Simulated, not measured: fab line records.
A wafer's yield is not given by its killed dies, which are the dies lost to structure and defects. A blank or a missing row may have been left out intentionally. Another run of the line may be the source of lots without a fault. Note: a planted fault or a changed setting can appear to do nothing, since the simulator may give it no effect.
Matching of chambers	flow nand-harc	NHARC_A_CONTACT_DEP_85 on pecvd-02: 3 sister chambers
The step deposits SiON, target thk 50 nm. 3 wafers are shown with their chamber, then 8 later ones without.

## WAFERS WITH THEIR CHAMBER
wafer	chamber	heater-power-w (W)
L093.1	1	804
L093.5	0	827
L096.2	2	776

## WAFERS WHOSE CHAMBER IS MISSING
wafer	heater-power-w (W)
L096.5	712
L096.6	784
L096.1	839
L096.3	715
L096.4	856
L095.1	770
L095.2	831
L095.6	769

## WHICH CHAMBER EACH WENT THROUGH
wafer	from the rows above	in truth
L096.5	can't be placed: 2 or 1 or 0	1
L096.6	can't be placed: 2 or 1 or 0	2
L096.1	can't be placed: 0 or 1 or 2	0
L096.3	can't be placed: 2 or 1 or 0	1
L096.4	can't be placed: 0 or 1 or 2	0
L095.1	can't be placed: 2 or 1 or 0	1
L095.2	can't be placed: 0 or 1 or 2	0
L095.6	can't be placed: 2 or 1 or 0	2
Correctly placed: 0 of 8. Can't be placed from these rows: 8 (the true chamber is among the candidates in 8). Number placed wrongly: 0.
How it was worked out, from the rows above alone: a wafer's distance from a chamber is the root of the sum, over the readings, of the square of ((its reading less the chamber's mean) divided by the reading's scatter). If the next closest chamber is less than 2 further off than the closest, the wafer can't be placed; otherwise it belongs to the closest. For every chamber, the mean is computed from those of its wafers that are shown. The scatter: with one shown wafer a chamber, the root of the mean of the squares of how far each hidden wafer lies from its nearest shown one.
